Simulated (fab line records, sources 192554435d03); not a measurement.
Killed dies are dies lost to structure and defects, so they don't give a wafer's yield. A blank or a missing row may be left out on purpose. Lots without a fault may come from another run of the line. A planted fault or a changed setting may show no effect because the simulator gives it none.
Which tool did it? | flow n5_finfet | 6 lots, 18 wafers sampled, at 1 step of a route of 1938

WHAT THE GAUGES READ, wafer by wafer
N5_BEOL_M12_CD_MEAS_17: target cd 140 nm.
lot  | measured     | on        | cd_nm (nm)
L941 | day 11 05:38 | cd_sem-01 | 142.2 142.2 140.4
L951 | day 14 08:00 | cd_sem-02 | 141.2 142.6 139.9
L955 | day 15 15:14 | cd_sem-02 | 145.6 143.5 143.4
L960 | day 16 04:28 | cd_sem-01 | 144.8 142.8 138.7
L962 | day 16 18:52 | cd_sem-02 | 140.0 143.9 144.5
L958 | day 16 21:03 | cd_sem-03 | 140.1 144.3 141.5

WHICH TOOL RAN EACH LOT (tool, then ch and the chambers of the sampled wafers, then the start)
The record holds no process step before these readings.

THE ANSWER, worked out from the rows above alone
Rule: what is usual is taken from the lots themselves. Put in order of their means at a reading, lots are off if they are a third of the lots or fewer, leave a main group of 4 or more, and stand apart from it by a gap of 3 or more times the standard deviation of the main group's means; of several such gaps the widest counts. A main group whose means are all the same, to the digits that the tables above print for the reading, isn't used. A lot without any number at a reading at which 4 lots or more have one is off too. The other lots that the step has rows for count as sound.
No lot is off at any reading shown: from this, nothing can be told.

WHAT THE SIMULATOR HAD PUT IN
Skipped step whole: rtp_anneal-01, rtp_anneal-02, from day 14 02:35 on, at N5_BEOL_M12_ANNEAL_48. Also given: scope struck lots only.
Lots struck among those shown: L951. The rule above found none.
